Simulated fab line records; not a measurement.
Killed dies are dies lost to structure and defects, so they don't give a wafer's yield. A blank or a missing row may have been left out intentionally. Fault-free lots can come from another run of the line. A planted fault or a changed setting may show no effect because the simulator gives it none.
Matching of chambers    flow nand harc    pecvd-04 running NHARC_P_M1_PRE_CLEAN_32: 3 sister chambers
The step time 12 s. 3 wafers are shown with their chamber, then 8 later ones without.

WAFERS, EACH WITH ITS CHAMBER
wafer   chamber  heater power w (W)
L082.1  0        700
L082.2  2        664
L087.1  1        589

WAFERS MISSING THEIR CHAMBER
wafer   heater power w (W)
L087.2  721
L087.6  631
L090.1  748
L090.2  602
L090.3  616
L091.3  712
L091.5  581
L091.6  701

WHICH CHAMBER EACH ONE RAN IN
wafer   from the rows above           in truth
L087.2  can't be placed: 0 or 2       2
L087.6  can't be placed: 2 or 1 or 0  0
L090.1  can't be placed: 0 or 2       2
L090.2  can't be placed: 1 or 2       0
L090.3  can't be placed: 1 or 2       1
L091.3  can't be placed: 0 or 2       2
L091.5  1                             1
L091.6  can't be placed: 0 or 2       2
Correctly placed: 1 of 8. Not placeable from these rows: 7 (in 6, the candidates include the true chamber). Placed wrongly: 0.
How it was worked out, from the rows above alone: a wafer's distance from a chamber is the root of the sum, over the readings, of the square of ((its reading less the chamber's mean) divided by the reading's scatter). The wafer belongs to the nearest chamber; if the next one is less than 2 further off, it can't be placed. A chamber's mean is the mean of its shown wafers. The scatter: with one shown wafer a chamber, the root of the mean of the squares of how far each hidden wafer lies from its nearest shown one.
